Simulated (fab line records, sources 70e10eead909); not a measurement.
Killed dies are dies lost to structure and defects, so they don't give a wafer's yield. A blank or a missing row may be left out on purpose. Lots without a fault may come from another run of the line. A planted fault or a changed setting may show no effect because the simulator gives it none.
Chamber matching | flow nand_harc | NHARC_A_STAIRCASE_ALD_420 on ald_hk-01: 4 sister chambers
The step deposits SiO2, target thk 20 nm, pulse time 6 s, ald cycles 200. 4 wafers are shown with their chamber, then 10 later ones without.

WAFERS WITH THEIR CHAMBER
wafer  | chamber | heater_power_w (W)
L084.6 | 3       | 460
L085.3 | 0       | 472
L087.2 | 1       | 489
L087.4 | 2       | 537

WAFERS WITHOUT THEIR CHAMBER
wafer  | heater_power_w (W)
L087.5 | 461
L091.2 | 496
L091.3 | 465
L091.6 | 466
L092.3 | 486
L092.5 | 533
L092.6 | 453
L095.1 | 454
L095.2 | 475
L095.3 | 451

WHICH CHAMBER EACH WENT THROUGH
wafer  | from the rows above     | in truth
L087.5 | can't be placed: 3 or 0 | 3
L091.2 | 1                       | 1
L091.3 | can't be placed: 3 or 0 | 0
L091.6 | can't be placed: 0 or 3 | 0
L092.3 | can't be placed: 1 or 0 | 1
L092.5 | 2                       | 2
L092.6 | 3                       | 3
L095.1 | 3                       | 3
L095.2 | can't be placed: 0 or 1 | 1
L095.3 | 3                       | 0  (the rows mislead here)
Placed correctly: 4 of 10. Can't be placed from these rows: 5 (the true chamber is among the candidates in 5). Placed wrongly: 1.
How it was worked out, from the rows above alone: a wafer's distance from a chamber is the root of the sum, over the readings, of the square of ((its reading less the chamber's mean) divided by the reading's scatter). The wafer belongs to the nearest chamber; if the next one is less than 2 further off, it can't be placed. A chamber's mean is the mean of its shown wafers. The scatter: with one shown wafer a chamber, the root of the mean of the squares of how far each hidden wafer lies from its nearest shown one.
